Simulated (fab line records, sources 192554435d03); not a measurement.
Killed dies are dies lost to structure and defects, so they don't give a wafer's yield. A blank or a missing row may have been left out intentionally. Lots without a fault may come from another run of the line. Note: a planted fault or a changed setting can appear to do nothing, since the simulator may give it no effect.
Split-lot experiment + flow n5Finfet + 21 wafers read across 7 lots, on a route 1938 steps long

ON THE SPLIT
At N5_BEOL_M4_ETCH_70 (etches SOC in N2/H2, target depth 80 nm, overetch 24 nm, time 130 s), the setting biasW was moved away from the recipe's 150 W on 6 of the 21 wafers read, by -12.5% to +14.5%. For the rest of the wafers, this setting stayed at what the recipe calls for.

The reading is taken at the split's own step.

THE READING
rfVppV, in V, at N5_BEOL_M4_ETCH_70 (etches SOC in N2/H2, target depth 80 nm, overetch 24 nm, time 130 s). On this fab line, fault-free wafers typically give 525.2 V with a standard deviation of 3 V.

| wafer  | tool, chamber at the split | biasW as run, W | against the recipe | rfVppV, V | against lot-mates on the recipe |
|--------|----------------------------|-----------------|--------------------|-----------|---------------------------------|
| L075.1 | rieDiel-01, 1              | 150             | recipe             | 525.0     | -                               |
| L075.2 | rieDiel-01, 2              | 150             | recipe             | 525.7     | -                               |
| L075.3 | rieDiel-01, 3              | 150             | recipe             | 529.3     | -                               |
| L081.1 | rieDiel-03, 3              | 150             | recipe             | 519.7     | -                               |
| L081.2 | rieDiel-03, 2              | 150             | recipe             | 522.4     | -                               |
| L081.5 | rieDiel-03, 3              | 132.7           | -11.5%             | 481.6     | -39.4                           |
| L082.1 | rieDiel-01, 2              | 150             | recipe             | 525.0     | -                               |
| L082.2 | rieDiel-01, 1              | 150             | recipe             | 525.4     | -                               |
| L082.5 | rieDiel-01, 0              | 150             | recipe             | 527.8     | -                               |
| L084.3 | rieDiel-03, 1              | 150             | recipe             | 521.5     | -                               |
| L084.5 | rieDiel-03, 1              | 150             | recipe             | 521.2     | -                               |
| L084.6 | rieDiel-03, 0              | 132.4           | -11.7%             | 487.9     | -33.5                           |
| L094.3 | rieDiel-03, 1              | 131.2           | -12.5%             | 479.4     | -41.0                           |
| L094.4 | rieDiel-03, 3              | 150             | recipe             | 520.4     | -                               |
| L094.5 | rieDiel-03, 3              | 131.2           | -12.5%             | 478.2     | -42.2                           |
| L096.2 | rieDiel-01, 0              | 150             | recipe             | 525.3     | -                               |
| L096.3 | rieDiel-01, 2              | 150             | recipe             | 525.3     | -                               |
| L096.4 | rieDiel-01, 3              | 150             | recipe             | 528.4     | -                               |
| L097.3 | rieDiel-05, 2              | 150             | recipe             | 526.6     | -                               |
| L097.5 | rieDiel-05, 0              | 171.7           | +14.5%             | 573.4     | +46.8                           |
| L097.6 | rieDiel-05, 2              | 171.7           | +14.5%             | 573.1     | +46.5                           |

THE FIT
A straight line over all 21 wafers: rfVppV changes by +3.46 V for each +1% of biasW; r = +0.99; the points scatter about the line by 2.9 V.
The same after taking each lot's own level away (the mean of its wafers on the recipe; 21 wafers): +3.23 V for each +1%; r = +1.00; scatter 1.7 V.
That fit puts the effect of the largest move of biasW on the reading at 47 V.
The lots' own levels span 520.40 to 526.67 V, that is 2.1 times the standard deviation above.
Consequently the slope shifts little with the lot-to-lot level, the two slopes agreeing.
Check: for one of the wafers moved furthest among these (+14.5%), held out of the fit, the line's prediction against its lot-mates is +46.7 V. Against them it came out at +46.8 V.
Tool readings at the split's step, against how far the setting was moved: rfVppV r = +0.99.

OTHER SPLITS APPLIED TO THESE WAFERS
Before the reading, these wafers also passed through other splits. Each is held against what the fit with the lots' levels taken away leaves over:
| other split on the same wafers  | wafers away from the commonest value | r with rfVppV (lot level and that fit taken away) |
|---------------------------------|--------------------------------------|---------------------------------------------------|
| N5_BEOL_M2_EXPOSE_25 doseMj     | 8                                    | +0.33                                             |
| N5_BEOL_M2_ETCH_69 biasW        | 11                                   | -0.09                                             |
| N5_BEOL_M2_VIA_ETCH_34 timeS    | 10                                   | +0.12                                             |
| N5_BEOL_M2_TRENCH_ETCH_37 biasW | 4                                    | -0.14                                             |
| N5_BEOL_M3_EXPOSE_25 doseMj     | 5                                    | -0.12                                             |
| N5_BEOL_M4_EXPOSE_25 doseMj     | 7                                    | +0.25                                             |

THE WHOLE CHAIN: every reading that the file lists as answering this split, in the file's order
| step               | what it does                                                        | reading                                                                         | change (the file's fit)                | r (the file's) |
|--------------------|---------------------------------------------------------------------|---------------------------------------------------------------------------------|----------------------------------------|----------------|
| N5_BEOL_M4_ETCH_70 | etches SOC in N2/H2, target depth 80 nm, overetch 24 nm, time 130 s | rfVppV                                                                          | +3.21 V for each +1% of the setting    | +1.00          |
| N5_BEOL_M4_ETCH_70 | etches SOC in N2/H2, target depth 80 nm, overetch 24 nm, time 130 s | SiARC_of_BEOL_M4_COAT_68.thkNm (the simulator's own value, which no gauge read) | -0.0834 nm for each +1% of the setting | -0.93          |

FILE'S OWN FIT
rfVppV changes by +3.21 V for each +1% of biasW, r = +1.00.
